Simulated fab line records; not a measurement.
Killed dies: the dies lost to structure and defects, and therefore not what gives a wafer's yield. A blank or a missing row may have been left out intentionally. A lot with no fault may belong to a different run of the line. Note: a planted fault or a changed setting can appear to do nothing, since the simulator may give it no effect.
fab line records + flow nandHarc
[record]
- lots = 12
- wafers = 36
- lastDay = 34
route steps=1302 shown A_CHANNEL_HOLE_D1@484 A_CHANNEL_FILL_D1@496 A_DECK1_JOINT@518 END@1302
lots that met no fault: taken from a fault-free run of the same line
startH: the number of hours between the record's first day and the start of the first shown wafer of the lot + waitH: hours elapsed since this lot's preceding step + " as in the row above + L1.1+2: one row covering several wafers at once + - no value, or no start given + * or withheld: withheld + < > ~ a bound
route shown NAME@n: names a module that has steps shown in the file, with the first one's number in the route + usual: mean and standard deviation over wafers with no fault + same: alike in all rows + chamber/n: place in a boat + sites: each site's reading + _std_site: standard deviation across them + _edge_site: outer sites' mean less inner sites' + radiusMm: how far each site lies from the wafer's centre + mask NAME#n: copy n + behind: the tool/chamber that last shaped the wafer + hold: what put the lot on hold/how long, in hours/how the hold closed + device: transistor that didn't switch, given as n, p or np + end of line: tests of these same wafers at the route's end + a step without rows: its recipe alone + killed: not the wafer's yield, but the dies lost to structure and defects at the first sort + map: the dies of a wafer, with x for killed, . for not killed, _ for no die there
set.NAME: the setting that was run; set.NAME@STEP: the one run at that earlier step + model.NAME: the simulator's own value behind a step, which no gauge read
steps of the route over a sample of lots; a table a step, a row a wafer
services: a tool's chamber out of use, with start hour (startH, from the record's first day; less than 0 if before it), hours out, and reason
[[steps]]
[step NHARC_A_CHANNEL_HOLE_D1_STRIP_27]
[recipe]
- o2FlowSccm = 500
- arFlowSccm = 0
- biasW = 0
- chemistry = O2
[usual]
- drypumpMotorCurrentA = 5.7/0.3
- oesProductAu = 1.003/0.0071
- rfVppV = 57.8/0.88
- showerheadPlenumPTorr = 3.53/0.11
- throttleValvePct = 17.036/0.0092
| lot.wafer | tool       | chamber | startH | waitH | drypumpMotorCurrentA | oesProductAu | rfHoursCounterH | rfVppV | showerheadPlenumPTorr | throttleValvePct |
|-----------|------------|---------|--------|-------|----------------------|--------------|-----------------|--------|-----------------------|------------------|
| L606.2    | rieDiel-02 | 2       | -      | -     | 6.0                  | 1.005        | 13              | 57.4   | 3.56                  | 17.043           |
| L606.3    | "          | 0       | "      | "     | 5.5                  | 0.980        | 12              | 57.7   | 3.56                  | 17.027           |
| L606.6    | "          | 2       | "      | "     | 6.0                  | 0.994        | -               | 59.1   | 3.56                  | 17.046           |
| L610.3    | rieDiel-04 | 3       | -      | -     | 6.0                  | 1.008        | 22              | 58.7   | 3.76                  | 17.035           |
| L610.2    | "          | 0       | "      | "     | 5.2                  | 1.005        | 19              | 58.8   | 3.42                  | 17.031           |
| L610.1    | "          | 2       | "      | "     | 6.3                  | 1.004        | 18              | 57.4   | 3.66                  | 17.050           |
| L612.2    | rieDiel-02 | 0       | -      | -     | 5.5                  | 1.000        | 5               | 56.2   | 3.55                  | 17.034           |
| L612.4    | "          | 1       | "      | "     | 5.7                  | 1.004        | 3               | 56.8   | 3.36                  | 17.032           |
| L612.6    | "          | 2       | "      | "     | 6.0                  | 0.995        | -               | 57.6   | 3.56                  | 17.029           |
| L615.2    | rieDiel-02 | 0       | -      | -     | 5.5                  | 0.997        | 9               | 57.9   | 3.55                  | 17.030           |
| L615.3    | "          | 1       | "      | "     | 5.7                  | 1.002        | 6               | 58.5   | 3.36                  | 17.032           |
| L615.4    | "          | 3       | "      | "     | 5.8                  | 1.005        | 9               | 59.1   | 3.61                  | 17.035           |
| L617.2    | rieDiel-02 | 2       | -      | -     | 6.0                  | 1.004        | 11              | 57.4   | 3.56                  | 17.047           |
| L617.3    | "          | 3       | "      | "     | 5.8                  | 1.003        | 10              | 57.9   | 3.61                  | 17.022           |
| L617.1    | "          | 0       | "      | "     | 5.5                  | 1.007        | 10              | 57.9   | 3.55                  | 17.056           |
| L619.2    | rieDiel-12 | 3       | -      | -     | 6.1                  | 1.002        | 15              | 55.7   | 3.45                  | 17.033           |
| L619.1    | "          | 0       | "      | "     | 5.0                  | 1.001        | 21              | 59.3   | 3.45                  | 17.044           |
| L619.5    | "          | 1       | "      | "     | 5.5                  | 0.997        | -               | 58.9   | 3.62                  | 17.030           |
| L618.3    | rieDiel-02 | 0       | -      | -     | 5.6                  | 1.012        | 12              | 59.3   | 3.55                  | 17.043           |
| L618.1    | "          | 1       | "      | "     | 5.7                  | 1.011        | 9               | 55.6   | 3.36                  | 17.041           |
| L618.2    | "          | 3       | "      | "     | 5.8                  | 1.007        | 12              | 58.5   | 3.61                  | 17.017           |
| L622.4    | rieDiel-02 | 0       | -      | -     | 5.5                  | 1.000        | 16              | 56.9   | 3.55                  | 17.026           |
| L622.1    | "          | 1       | "      | "     | 5.7                  | 1.009        | 12              | 56.6   | 3.36                  | 17.035           |
| L622.6    | "          | 2       | "      | "     | 6.0                  | 1.002        | -               | 58.0   | 3.55                  | 17.035           |
| L624.4    | rieDiel-04 | 3       | -      | -     | 6.0                  | 0.989        | 8               | 59.2   | 3.74                  | 17.019           |
| L624.3    | "          | 0       | "      | "     | 5.3                  | 1.005        | 8               | 58.4   | 3.40                  | 17.038           |
| L624.6    | "          | 3       | "      | "     | 6.0                  | 1.006        | -               | 58.6   | 3.74                  | 17.030           |
| L625.1    | rieDiel-12 | 2       | -      | -     | 5.4                  | 0.993        | 42              | 58.0   | 3.63                  | 17.029           |
| L625.4    | "          | 3       | "      | "     | 6.1                  | 0.998        | 39              | 57.1   | 3.43                  | 17.035           |
| L625.5    | "          | 0       | "      | "     | 5.0                  | 0.995        | -               | 58.7   | 3.44                  | 17.032           |
| L627.3    | rieDiel-02 | 3       | -      | -     | 5.8                  | 1.014        | 1               | 56.7   | 3.60                  | 17.030           |
| L627.4    | "          | 1       | "      | "     | 5.7                  | 1.013        | 0               | 57.0   | 3.36                  | 17.031           |
| L627.6    | "          | 2       | "      | "     | 6.0                  | 1.002        | -               | 58.3   | 3.55                  | 17.017           |
| L626.3    | rieDiel-02 | 1       | -      | -     | 5.7                  | 1.018        | 4               | 58.0   | 3.36                  | 17.042           |
| L626.2    | "          | 3       | "      | "     | 5.8                  | 1.010        | 4               | 59.0   | 3.60                  | 17.029           |
| L626.6    | "          | 0       | "      | "     | 5.5                  | 0.999        | -               | 56.7   | 3.54                  | 17.038           |
[step NHARC_A_CHANNEL_FILL_D1_ALD_16]
[recipe]
- targetThkA = 15
- pulseTimeS = 10
- aldCycles = 15
- tempC = 300
- material = SiO2
[usual]
- heaterPowerW = 468/47
- precursorPulseHeightRel = 0.999/0.023
| lot.wafer | tool     | chamber | startH | waitH | heaterPowerW | precursorPulseHeightRel |
|-----------|----------|---------|--------|-------|--------------|-------------------------|
| L606.3    | aldHk-04 | 2       | 216.78 | 0.2   | 425          | 0.968                   |
| L606.2    | "        | 1       | "      | "     | 528          | 1.012                   |
| L606.6    | "        | 2       | "      | "     | 433          | 0.994                   |
| L610.3    | aldHk-01 | 0       | 263.35 | 0.0   | 503          | 1.009                   |
| L610.1    | "        | 1       | "      | "     | 544          | 0.971                   |
| L610.2    | "        | 3       | "      | "     | 437          | 0.988                   |
| L612.4    | aldHk-04 | 3       | 270.92 | 0.0   | 481          | 1.005                   |
| L612.2    | "        | 2       | "      | "     | 433          | 0.999                   |
| L612.6    | "        | 0       | "      | "     | 487          | 1.031                   |
| L615.4    | aldHk-01 | 3       | 313.56 | 0.1   | 435          | 1.032                   |
| L615.3    | "        | 0       | "      | "     | 511          | 0.925                   |
| L615.2    | "        | 1       | "      | "     | 556          | 1.043                   |
| L617.3    | aldHk-01 | 0       | 339.00 | 1.1   | 509          | 0.984                   |
| L617.2    | "        | 1       | "      | "     | 560          | 0.991                   |
| L617.1    | "        | 2       | "      | "     | 506          | 1.030                   |
| L619.1    | aldHk-01 | 2       | 344.33 | 0.0   | 524          | 0.971                   |
| L619.2    | "        | 0       | "      | "     | 509          | 1.016                   |
| L619.5    | "        | 2       | "      | "     | 522          | 0.995                   |
| L618.1    | aldHk-01 | 2       | 354.44 | 2.9   | 502          | 0.991                   |
| L618.3    | "        | 3       | "      | "     | 449          | 0.991                   |
| L618.2    | "        | 1       | "      | "     | 557          | 1.011                   |
| L622.4    | aldHk-04 | 0       | 386.97 | 0.1   | 494          | 1.003                   |
| L622.1    | "        | 1       | "      | "     | 506          | 1.016                   |
| L622.6    | "        | 3       | "      | "     | 471          | 1.004                   |
| L624.3    | aldHk-04 | 1       | 397.28 | 0.0   | 501          | 1.013                   |
| L624.4    | "        | 2       | "      | "     | 428          | 1.014                   |
| L624.6    | "        | 1       | "      | "     | 513          | 1.015                   |
| L625.4    | aldHk-03 | 3       | 404.58 | 0.1   | 374          | 1.030                   |
| L625.1    | "        | 0       | "      | "     | 478          | 1.012                   |
| L625.5    | "        | 3       | "      | "     | 369          | 0.992                   |
| L627.3    | aldHk-04 | 2       | 424.39 | 0.1   | 441          | 0.998                   |
| L627.4    | "        | 0       | "      | "     | 496          | 0.983                   |
| L627.6    | "        | 2       | "      | "     | 439          | 1.014                   |
| L626.2    | aldHk-01 | 0       | 458.26 | 0.2   | 502          | 1.042                   |
| L626.3    | "        | 2       | "      | "     | 523          | 1.005                   |
| L626.6    | "        | 3       | "      | "     | 444          | 0.958                   |
[step NHARC_A_CHANNEL_FILL_D1_ETCHBACK_08]
[recipe]
- targetDepthA = 2200
- timeS = 110
- c4f8FlowSccm = 20
- arFlowSccm = withheld
- rfW = 600
- biasW = 300
- chemistry = C4F8
[usual]
- chamberPressureMTorr = 25.001/0.023
- oesProductAu = 0.96/0.036
- rfVppV = 440.1/2.5
| lot.wafer | tool       | chamber | startH | waitH | chamberPressureMTorr | oesProductAu | rfHoursCounterH | rfVppV |
|-----------|------------|---------|--------|-------|----------------------|--------------|-----------------|--------|
| L606.2    | rieDiel-01 | 1       | 246.02 | -     | 25.015               | 1.01         | 2.3             | 438.1  |
| L606.3    | "          | 0       | "      | "     | 24.998               | 1.01         | 2.3             | 440.9  |
| L606.6    | "          | 1       | "      | "     | 24.974               | 1.00         | -               | 438.6  |
| L610.3    | rieDiel-05 | 0       | 294.37 | -     | 24.993               | 0.99         | 4.0             | 442.8  |
| L610.2    | "          | 1       | "      | "     | 24.965               | 0.93         | 3.6             | 438.0  |
| L610.1    | "          | 3       | "      | "     | 25.007               | 0.98         | 4.1             | 440.6  |
| L612.4    | rieDiel-05 | 1       | 303.21 | -     | 25.013               | 0.99         | 4.0             | 438.2  |
| L612.2    | "          | 3       | "      | "     | 24.992               | 0.91         | 4.7             | 439.0  |
| L612.6    | "          | 0       | "      | "     | 24.973               | 0.92         | -               | 445.9  |
| L615.3    | rieDiel-05 | 2       | 343.08 | -     | 25.009               | 0.92         | 5.7             | 438.4  |
| L615.2    | "          | 3       | "      | "     | 25.010               | 0.92         | 6.2             | 441.2  |
| L615.4    | "          | 1       | "      | "     | 25.037               | 0.91         | 5.3             | 437.4  |
| L617.2    | rieDiel-05 | 0       | 368.81 | -     | -                    | -            | -               | -      |
| L617.1    | "          | 1       | "      | "     | -                    | -            | -               | -      |
| L617.3    | "          | 2       | "      | "     | -                    | -            | -               | -      |
| L619.2    | rieDiel-13 | 3       | 374.20 | -     | -                    | -            | -               | -      |
| L619.1    | "          | 0       | "      | "     | -                    | -            | -               | -      |
| L619.5    | "          | 3       | "      | "     | -                    | -            | -               | -      |
| L618.2    | rieDiel-13 | 3       | 384.67 | -     | -                    | -            | -               | -      |
| L618.3    | "          | 0       | "      | "     | -                    | -            | -               | -      |
| L618.1    | "          | 2       | "      | "     | -                    | -            | -               | -      |
| L622.1    | rieDiel-01 | 0       | 416.34 | -     | 24.997               | 0.93         | 2.5             | 441.8  |
| L622.4    | "          | 1       | "      | "     | 25.022               | 0.93         | 2.4             | 438.0  |
| L622.6    | "          | 2       | "      | "     | 25.007               | 0.93         | -               | 442.0  |
| L624.4    | rieDiel-13 | 3       | 426.76 | -     | 25.007               | 0.93         | 7.9             | 436.5  |
| L624.3    | "          | 0       | "      | "     | 24.981               | 0.94         | 8.0             | 437.0  |
| L624.6    | "          | 1       | "      | "     | 25.048               | 0.93         | -               | 438.8  |
| L625.4    | rieDiel-05 | 0       | 434.65 | -     | 25.022               | 0.93         | 0.9             | 443.0  |
| L625.1    | "          | 2       | "      | "     | 25.007               | 0.93         | 0.7             | 438.3  |
| L625.5    | "          | 0       | "      | "     | 24.993               | 0.92         | -               | 443.5  |
| L627.4    | rieDiel-13 | 0       | 453.69 | -     | 25.014               | 0.94         | 9.4             | 438.3  |
| L627.3    | "          | 1       | "      | "     | 25.023               | 0.98         | 8.2             | 438.7  |
| L627.6    | "          | 1       | "      | "     | 25.042               | 0.97         | -               | 439.5  |
| L626.3    | rieDiel-13 | 2       | 489.47 | -     | 25.008               | 0.92         | 9.0             | 440.1  |
| L626.2    | "          | 0       | "      | "     | 24.985               | 0.93         | 10.6            | 437.2  |
| L626.6    | "          | 2       | "      | "     | 24.979               | 0.93         | -               | 441.7  |
[step NHARC_A_DECK1_JOINT_ETCHBACK_07]
[recipe]
- targetDepthA = 1050
- timeS = 26.9
- hbrFlowSccm = 150
- rfW = 350
- icpW = 350
- biasW = 60
- chemistry = HBr
[usual]
- biasW = 60.00/0.17
- chamberPressureMTorr = 15.002/0.013
- drypumpMotorCurrentA = 5.9/0.55
- heBacksideLeakSccm = 2.66/0.22
- oesProductAu = 1.001/0.0074
- throttleValvePct = 23.265/0.009
| lot.wafer | tool     | chamber | startH | waitH | biasW | chamberPressureMTorr | drypumpMotorCurrentA | heBacksideLeakSccm | oesProductAu | rfHoursCounterH | throttleValvePct |
|-----------|----------|---------|--------|-------|-------|----------------------|----------------------|--------------------|--------------|-----------------|------------------|
| L606.3    | rieSi-04 | 1       | 252.27 | 0.1   | 60.10 | 14.994               | 6.0                  | 2.33               | 0.994        | 0.6             | 23.267           |
| L606.2    | "        | 2       | "      | "     | 59.85 | 15.005               | 6.3                  | 2.81               | 0.993        | 0.6             | 23.276           |
| L606.6    | "        | 1       | "      | "     | 60.12 | 15.018               | 6.0                  | 2.31               | 0.993        | -               | 23.260           |
| L610.2    | rieSi-04 | 1       | 302.29 | 0.1   | 60.04 | 15.004               | 6.0                  | 2.18               | 1.000        | 0.9             | 23.281           |
| L610.1    | "        | 2       | "      | "     | 59.84 | 14.993               | 6.3                  | 2.72               | 0.996        | 0.9             | 23.264           |
| L610.3    | "        | 0       | "      | "     | 60.20 | 14.998               | 4.7                  | 2.22               | 1.002        | 0.9             | 23.273           |
| L612.4    | rieSi-06 | 2       | 309.53 | 0.1   | 59.86 | 15.004               | 5.9                  | 2.78               | 1.004        | 0.2             | 23.261           |
| L612.2    | "        | 1       | "      | "     | 59.83 | 15.023               | 5.3                  | 2.88               | 0.995        | 0.3             | 23.274           |
| L612.6    | "        | 3       | "      | "     | 59.93 | 15.000               | 5.9                  | 2.61               | 1.010        | -               | 23.281           |
| L615.3    | rieSi-06 | 1       | 349.49 | 0.1   | 60.21 | 14.991               | 5.4                  | 3.05               | 0.991        | 0.7             | 23.272           |
| L615.4    | "        | 2       | "      | "     | 59.56 | 14.986               | 5.9                  | 2.81               | 1.004        | 0.7             | 23.259           |
| L615.2    | "        | 3       | "      | "     | 60.00 | 14.999               | 5.9                  | 2.81               | 1.003        | 0.7             | 23.258           |
| L622.4    | rieSi-04 | 3       | 422.53 | 0.1   | 59.87 | 15.010               | 6.6                  | 2.72               | 1.006        | 0.4             | 23.273           |
| L622.1    | "        | 0       | "      | "     | 60.00 | 15.026               | 4.7                  | 2.39               | 1.013        | 0.4             | 23.263           |
| L622.6    | "        | 0       | "      | "     | 60.18 | 15.004               | 4.7                  | 2.34               | 1.018        | -               | 23.267           |
| L624.4    | rieSi-05 | 3       | 433.15 | 0.1   | 60.14 | 15.002               | 6.7                  | 2.38               | 0.988        | 0.8             | 23.267           |
| L624.3    | "        | 1       | "      | "     | 60.14 | 15.027               | 5.3                  | 2.56               | 0.989        | 0.8             | 23.256           |
| L624.6    | "        | 3       | "      | "     | 60.21 | 14.993               | 6.7                  | 2.46               | 0.995        | -               | 23.268           |
| L625.1    | rieSi-04 | 3       | 440.88 | 0.1   | 60.22 | 15.003               | 6.6                  | 2.68               | 0.996        | 0.6             | 23.258           |
| L625.4    | "        | 1       | "      | "     | 60.14 | 14.996               | 6.0                  | 2.25               | 0.997        | 0.7             | 23.286           |
| L625.5    | "        | 2       | "      | "     | 60.10 | 14.999               | 6.4                  | 2.69               | 1.000        | -               | 23.264           |
| L627.3    | rieSi-06 | 1       | 460.03 | 0.1   | 59.98 | 15.002               | 5.4                  | 3.00               | 1.010        | 0.1             | 23.289           |
| L627.4    | "        | 3       | "      | "     | 60.03 | 14.978               | 5.9                  | 2.83               | 1.014        | 0.1             | 23.268           |
| L627.6    | "        | 1       | "      | "     | 60.09 | 15.013               | 5.4                  | 3.03               | 1.013        | -               | 23.255           |
| L626.3    | rieSi-04 | 3       | 495.73 | 0.1   | 60.05 | 15.005               | 6.6                  | 2.66               | 1.004        | 1.0             | 23.275           |
| L626.2    | "        | 1       | "      | "     | 60.19 | 14.996               | 6.0                  | 2.33               | 0.992        | 1.1             | 23.252           |
| L626.6    | "        | 3       | "      | "     | 59.92 | 14.999               | 6.7                  | 2.69               | 0.994        | -               | 23.259           |
[step NHARC_END_SORT_01]
[recipe]
- tempC = 25
[usual]
- killedAtArray = 58/15
- killedAtOther = 0.8/1.2
- killedAtPeriphery = 3.5/2.5
- killedDies = 62/15
- killedOpen = 3.2/1.7
- killedShort = 2.4/1.5
[same]
- grossDies = 677
| lot.wafer | tool      | chamber | startH | waitH | killedAtArray | killedAtOther | killedAtPeriphery | killedDies | killedOpen | killedShort |
|-----------|-----------|---------|--------|-------|---------------|---------------|-------------------|------------|------------|-------------|
| L619.1    | prober-01 | 0       | 707.98 | 2.5   | 673           | 1             | 3                 | 677        | 8          | 1           |
| L619.2    | prober-01 | 0       | 708.78 | 2.8   | 675           | 0             | 2                 | 677        | 4          | 3           |
| L619.5    | prober-01 | 0       | 711.15 | 3.7   | 674           | 0             | 3                 | 677        | 7          | 1           |
| L617.1    | prober-02 | 0       | 708.06 | 2.5   | 674           | 0             | 3                 | 677        | 3          | 4           |
| L617.2    | prober-02 | 0       | 708.86 | 2.8   | 671           | 0             | 6                 | 677        | 3          | 3           |
| L617.3    | prober-02 | 0       | 709.66 | 3.1   | 669           | 0             | 8                 | 677        | 3          | 3           |
| L618.1    | prober-01 | 0       | 723.47 | 2.5   | 671           | 4             | 2                 | 677        | 6          | 2           |
| L618.2    | prober-01 | 0       | 724.27 | 2.8   | 674           | 1             | 2                 | 677        | 2          | 2           |
| L618.3    | prober-01 | 0       | 725.08 | 3.1   | 672           | 2             | 3                 | 677        | 3          | 3           |
// killed by level:class
L619.1 A_CHANNEL_FILL_D1:areaEtchback=621 A_SLIT:chamberFilmFlake=33 A_CONTACT:chamberFilmFlake=4 A_SGD_CUT:chamberFilmFlake=3 A_CHANNEL_FILL_D1:geometricParticle:open=2 A_DECK1_JOINT:chamberFilmFlake=2 A_CHANNEL_FILL_D2:chamberFilmFlake=2 A_STAIRCASE:chamberFilmFlake=2
L617.1 A_CHANNEL_FILL_D1:areaEtchback=638 A_CHANNEL_HOLE_D1:chamberFilmFlake=12 A_CONTACT:chamberFilmFlake=5 A_SLIT:chamberFilmFlake=4 A_SOURCE_PLATE:geometricParticle:short=2 A_BLC:geometricParticle:open=2 A_DECK1_JOINT:chamberFilmFlake=2 A_CHANNEL_HOLE_D2:chamberFilmFlake=2
L619.2 A_CHANNEL_FILL_D1:areaEtchback=613 A_SLIT:chamberFilmFlake=34 A_CHANNEL_HOLE_D1:chamberFilmFlake=8 A_SGD_CUT:chamberFilmFlake=5 A_CHANNEL_FILL_D2:chamberFilmFlake=3 A_CONTACT:chamberFilmFlake=3 A_ONON_D2:geometricParticle:short=2 A_STAIRCASE:chamberFilmFlake=2
L617.2 A_CHANNEL_FILL_D1:areaEtchback=647 A_CHANNEL_HOLE_D1:chamberFilmFlake=9 A_DECK1_JOINT:chamberFilmFlake=4 A_CHANNEL_FILL_D1:chamberFilmFlake=3 P_M0:geometricParticle:open=2 P_GATE:chamberFilmFlake=2 P_CONTACT:geometricParticle:short=1 A_CHANNEL_HOLE_D1:geometricParticle:short=1
L617.3 A_CHANNEL_FILL_D1:areaEtchback=644 A_CONTACT:chamberFilmFlake=8 A_CHANNEL_HOLE_D1:chamberFilmFlake=4 P_STI:chamberFilmFlake=3 A_SLIT:chamberFilmFlake=3 P_GATE:chamberFilmFlake=2 A_CHANNEL_HOLE_D2:chamberFilmFlake=2 P_CONTACT:geometricParticle:short=1
L619.5 A_CHANNEL_FILL_D1:areaEtchback=616 A_SLIT:chamberFilmFlake=33 A_STAIRCASE:chamberFilmFlake=4 A_SGD_CUT:chamberFilmFlake=4 A_CONTACT:chamberFilmFlake=4 A_CHANNEL_HOLE_D1:chamberFilmFlake=3 A_CHANNEL_HOLE_D2:geometricParticle:open=2 P_GATE:geometricParticle:open=1
L618.1 A_CHANNEL_FILL_D1:areaEtchback=637 A_STAIRCASE:chamberFilmFlake=11 A_CHANNEL_HOLE_D1:chamberFilmFlake=6 A_SLIT:chamberFilmFlake=4 A_BONDPAD:chamberFilmFlake=4 A_ONON_D2:geometricParticle:open=3 THIN_TSV:chamberFilmFlake=3 P_M0:geometricParticle:open=1
L618.2 A_CHANNEL_FILL_D1:areaEtchback=643 A_CHANNEL_HOLE_D1:chamberFilmFlake=10 A_STAIRCASE:chamberFilmFlake=6 A_SLIT:chamberFilmFlake=4 A_BONDPAD:chamberFilmFlake=4 A_DECK1_JOINT:geometricParticle:open=1 A_CHANNEL_FILL_D2:geometricParticle:short=1 A_M0:geometricParticle:open=1
L618.3 A_CHANNEL_FILL_D1:areaEtchback=634 A_STAIRCASE:chamberFilmFlake=11 A_CHANNEL_HOLE_D1:chamberFilmFlake=8 A_BONDPAD:chamberFilmFlake=6 A_CONTACT:chamberFilmFlake=4 A_CHANNEL_FILL_D2:geometricParticle:short=2 P_GATE:chamberFilmFlake=2 A_CHANNEL_HOLE_D2:chamberFilmFlake=2
[[services]]
| tool       | chamber | startH | hours | kind   |
|------------|---------|--------|-------|--------|
| rieDiel-02 | -       | 212.02 | 0.8   | repair |
| rieDiel-02 | -       | 216.70 | 9.0   | pm     |
| rieDiel-05 | -       | 229.60 | 9.0   | pm     |
| rieDiel-13 | -       | 245.28 | 73.8  | repair |
| rieSi-06   | -       | 249.00 | 9.0   | pm     |
| rieSi-06   | 0       | 258.50 | 5.5   | repair |
| aldHk-01   | -       | 275.73 | 1.0   | repair |
| rieDiel-05 | -       | 277.82 | 2.1   | repair |
| rieDiel-05 | 1       | 282.15 | 7.4   | repair |
| aldHk-04   | -       | 289.56 | 1.4   | repair |
| rieSi-06   | 3       | 328.16 | 3.1   | repair |
| rieSi-06   | 0       | 338.13 | 1.3   | repair |
| rieDiel-13 | -       | 342.00 | 9.0   | pm     |
| rieSi-04   | -       | 342.00 | 9.0   | pm     |
| rieSi-06   | 1       | 353.58 | 5.4   | repair |
| rieDiel-13 | 2       | 355.78 | 5.8   | repair |
| rieDiel-02 | -       | 393.70 | 9.0   | pm     |
| rieDiel-05 | -       | 406.60 | 9.0   | pm     |
| rieSi-06   | -       | 426.00 | 9.0   | pm     |
| aldHk-04   | -       | 434.74 | 10.0  | pm     |
| rieSi-06   | 2       | 440.92 | 7.9   | repair |
| rieDiel-13 | 0       | 456.72 | 2.7   | repair |
| aldHk-04   | -       | 457.18 | 1.8   | repair |
| aldHk-01   | -       | 474.09 | 10.0  | pm     |
[[key]]
[firstSign]
- step = NHARC_A_CHANNEL_FILL_D1_ETCHBACK_08
- reading = toolRecord
- direction = missing
[effect]
- step = NHARC_END_SORT_01
- reading = killedDies
- direction = up
- sigmas = 42
- usual = 62
- struck = 677
[moreKillsBornAt]
- NHARC_A_CHANNEL_FILL_D1_ETCHBACK_08@rieDiel-13 = 3765
- NHARC_A_CHANNEL_FILL_D1_ETCHBACK_08@rieDiel-05 = 1929
metAt NHARC_A_CHANNEL_FILL_D1_ETCHBACK_08
struckLots L617,L618,L619
laterRowsLeftOut L617.1,L617.2,L617.3,L618.1,L618.2,L618.3,L619.1,L619.2,L619.5
testerLeftOut L617,L618,L619
notActingAt NHARC_A_CHANNEL_HOLE_D1_STRIP_27,NHARC_A_CHANNEL_FILL_D1_ALD_16,NHARC_A_DECK1_JOINT_ETCHBACK_07
onsetBetween 343.08 368.81
[fault]
- kind = skippedStepWhole
- tool = rieDiel-05,rieDiel-13
- chamber = -
- onsetH = 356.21
- steps = NHARC_A_CHANNEL_FILL_D1_ETCHBACK_08
- scope = struckLotsOnly
// testerLeftOut: of these lots the tester's yield and bins aren't shown, on N5 and GAA mostly nor the transistor test; their killed dies are dies lost to structure and defects alone, not to doping, threshold or leakage, so they don't give the yield
// laterRowsLeftOut: the simulator's readings of these wafers behind a module that went badly wrong aren't trusted and aren't shown, but for the sort
